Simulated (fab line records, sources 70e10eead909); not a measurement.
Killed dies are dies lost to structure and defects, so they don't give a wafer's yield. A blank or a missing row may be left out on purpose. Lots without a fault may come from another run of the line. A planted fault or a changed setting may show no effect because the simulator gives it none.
Chamber matching | flow nand_harc | NHARC_A_STAIRCASE_DEP_151 on pecvd-03: 3 sister chambers
The step deposits SiO2, target thk 7200 nm. 6 wafers are shown with their chamber, then 7 later ones without.

WAFERS WITH THEIR CHAMBER
wafer  | chamber | rf_fwd_power_W (W) | heater_power_w (W)
L083.6 | 1       | 499.4              | 566
L085.1 | 0       | 500.9              | 748
L085.3 | 2       | 500.7              | 562
L085.5 | 0       | 499.5              | 646
L089.2 | 1       | 500.4              | 661
L089.3 | 2       | 495.8              | 671

WAFERS WITHOUT THEIR CHAMBER
wafer  | rf_fwd_power_W (W) | heater_power_w (W)
L089.5 | 500.2              | 558
L094.1 | 502.0              | 628
L094.3 | 500.8              | 715
L094.4 | 502.1              | 571
L096.2 | 497.2              | 711
L096.5 | 502.9              | 563
L096.6 | 498.6              | 656

WHICH CHAMBER EACH WENT THROUGH
wafer  | from the rows above          | in truth
L089.5 | can't be placed: 1 or 2 or 0 | 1
L094.1 | can't be placed: 1 or 0 or 2 | 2
L094.3 | can't be placed: 0 or 1 or 2 | 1
L094.4 | can't be placed: 1 or 2 or 0 | 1
L096.2 | can't be placed: 2 or 0 or 1 | 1
L096.5 | can't be placed: 1 or 0 or 2 | 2
L096.6 | can't be placed: 2 or 1 or 0 | 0
Placed correctly: 0 of 7. Can't be placed from these rows: 7 (the true chamber is among the candidates in 7). Placed wrongly: 0.
How it was worked out, from the rows above alone: a wafer's distance from a chamber is the root of the sum, over the readings, of the square of ((its reading less the chamber's mean) divided by the reading's scatter). The wafer belongs to the nearest chamber; if the next one is less than 2 further off, it can't be placed. A chamber's mean is the mean of its shown wafers. The scatter: the root of (the sum of the squares of (reading less its chamber's mean) over the shown wafers, divided by (wafers less chambers)).
